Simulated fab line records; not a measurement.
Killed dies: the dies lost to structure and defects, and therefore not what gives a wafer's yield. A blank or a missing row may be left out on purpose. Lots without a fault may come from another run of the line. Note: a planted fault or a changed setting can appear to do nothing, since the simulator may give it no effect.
Which of the tools did it? + flow n5Finfet + Sampling: 12 lots, 36 wafers, 6 of 1938 route steps

== WHAT THE GAUGES READ, wafer by wafer ==
N5_BEOL_M5_INSPECT_58: inspects for defects (darkfield).
| lot  | measured     | on               | rawDefectCount |
|------|--------------|------------------|----------------|
| L075 | day 8 18:34  | defectInspect-01 | 68 59 54       |
| L077 | day 9 05:55  | defectInspect-01 | 105 101 103    |
| L079 | day 9 22:45  | defectInspect-01 | 51 84 49       |
| L081 | day 10 18:00 | defectInspect-01 | 85 94 62       |
| L082 | day 12 02:57 | defectInspect-01 | 70 84 70       |
| L086 | day 12 11:20 | defectInspect-02 | 55 63 47       |
| L087 | day 12 12:15 | defectInspect-01 | 84 75 102      |
| L088 | day 13 13:25 | defectInspect-02 | 33 47 60       |
| L094 | day 13 21:28 | defectInspect-01 | 41 55 34       |
| L093 | day 14 11:24 | defectInspect-02 | 62 61 74       |
| L095 | day 14 22:03 | defectInspect-02 | 54 39 59       |
| L097 | day 15 04:37 | defectInspect-02 | 43 54 94       |

== WHAT TOOL EACH LOT RAN ON (gives the tool, then ch and the chambers of the sampled wafers, and finally the start) ==
| lot  | N5_BEOL_M5_STRIP_19               | N5_BEOL_M5_ETCH_67                | N5_BEOL_M5_PRE_CLEAN_45     | N5_BEOL_M5_SPUTTER_81       | N5_BEOL_M5_SPUTTER_88       |
|------|-----------------------------------|-----------------------------------|-----------------------------|-----------------------------|-----------------------------|
| L075 | rieDiel-04 ch 0,2,3, day 8 07:38  | rieDiel-03 ch 0,1, day 8 08:43    | pvdSputter-03, day 8 12:08  | pvdSputter-02, day 8 13:54  | pvdSputter-02, day 8 16:04  |
| L077 | rieDiel-01 ch 0,1,2, day 8 21:25  | rieDiel-01 ch 0,1, day 8 22:16    | pvdSputter-01, day 8 23:30  | pvdSputter-01, day 9 01:25  | pvdSputter-01, day 9 03:35  |
| L079 | rieDiel-01 ch 2, day 9 13:17      | rieDiel-01 ch 2, day 9 15:01      | pvdSputter-01, day 9 16:38  | pvdSputter-02, day 9 18:20  | pvdSputter-02, day 9 20:31  |
| L081 | rieDiel-01 ch 1,2,3, day 10 07:57 | rieDiel-03 ch 0,2,3, day 10 08:51 | pvdSputter-02, day 10 11:51 | pvdSputter-02, day 10 13:35 | pvdSputter-02, day 10 15:46 |
| L082 | rieDiel-04 ch 0,1,3, day 11 17:58 | rieDiel-01 ch 0,2,3, day 11 19:39 | pvdSputter-01, day 11 20:52 | pvdSputter-03, day 11 22:34 | pvdSputter-03, day 12 00:44 |
| L086 | rieDiel-03 ch 0,1, day 12 02:08   | rieDiel-01 ch 1,2,3, day 12 02:41 | pvdSputter-03, day 12 03:55 | pvdSputter-02, day 12 07:00 | pvdSputter-02, day 12 09:11 |
| L087 | rieDiel-04 ch 1,2, day 12 02:43   | rieDiel-04 ch 0,1,3, day 12 03:31 | pvdSputter-01, day 12 06:07 | pvdSputter-03, day 12 07:50 | pvdSputter-03, day 12 10:01 |
| L088 | rieDiel-01 ch 0,1,2, day 13 03:55 | rieDiel-03 ch 2,3, day 13 05:38   | pvdSputter-01, day 13 07:08 | pvdSputter-01, day 13 08:50 | pvdSputter-01, day 13 11:01 |
| L094 | rieDiel-01 ch 0,2,3, day 13 11:57 | rieDiel-01 ch 0,1,2, day 13 13:59 | pvdSputter-03, day 13 15:19 | pvdSputter-02, day 13 17:08 | pvdSputter-02, day 13 19:18 |
| L093 | rieDiel-01 ch 0,1,2, day 14 01:40 | rieDiel-01 ch 0,1,3, day 14 04:03 | pvdSputter-02, day 14 05:12 | pvdSputter-03, day 14 07:04 | pvdSputter-03, day 14 09:14 |
| L095 | rieDiel-04 ch 0,1,2, day 14 08:47 | rieDiel-01 ch 0,1,3, day 14 10:50 | pvdSputter-03, day 14 13:11 | pvdSputter-03, day 14 15:11 | pvdSputter-03, day 14 17:22 |
| L097 | rieDiel-01 ch 2,3, day 14 19:25   | rieDiel-04 ch 0,1, day 14 21:08   | pvdSputter-03, day 14 22:17 | pvdSputter-01, day 15 00:13 | pvdSputter-01, day 15 02:23 |
- N5_BEOL_M5_STRIP_19: strips in O2.
- N5_BEOL_M5_ETCH_67: etches SiARC in CF4, target depth 15.6 nm, time 26 s.
- N5_BEOL_M5_PRE_CLEAN_45: time 30 s.
- N5_BEOL_M5_SPUTTER_81: material Cu, target thk 15 nm, time 27.62 s.
- N5_BEOL_M5_SPUTTER_88: material Cu, target thk 15 nm, time 27.62 s.

== THE ANSWER, worked out from the rows above alone ==
Rule: the usual values come from the lots themselves. The widest of any qualifying gaps counts: lots, ordered by their means at a reading, are off when they make up no more than a third of the lots, leave a main group of 4 or more, and stand apart from it by 3 or more times the standard deviation of that group's means. Not used: any main group whose means are identical at the precision the tables above print for the reading. Also off: a lot with no number at a reading for which 4 or more lots have one. The other lots that the step has rows for count as sound.
No lot is off on any of the readings shown, so nothing can be concluded from this.

== WHAT WAS PUT IN BY THE SIMULATOR ==
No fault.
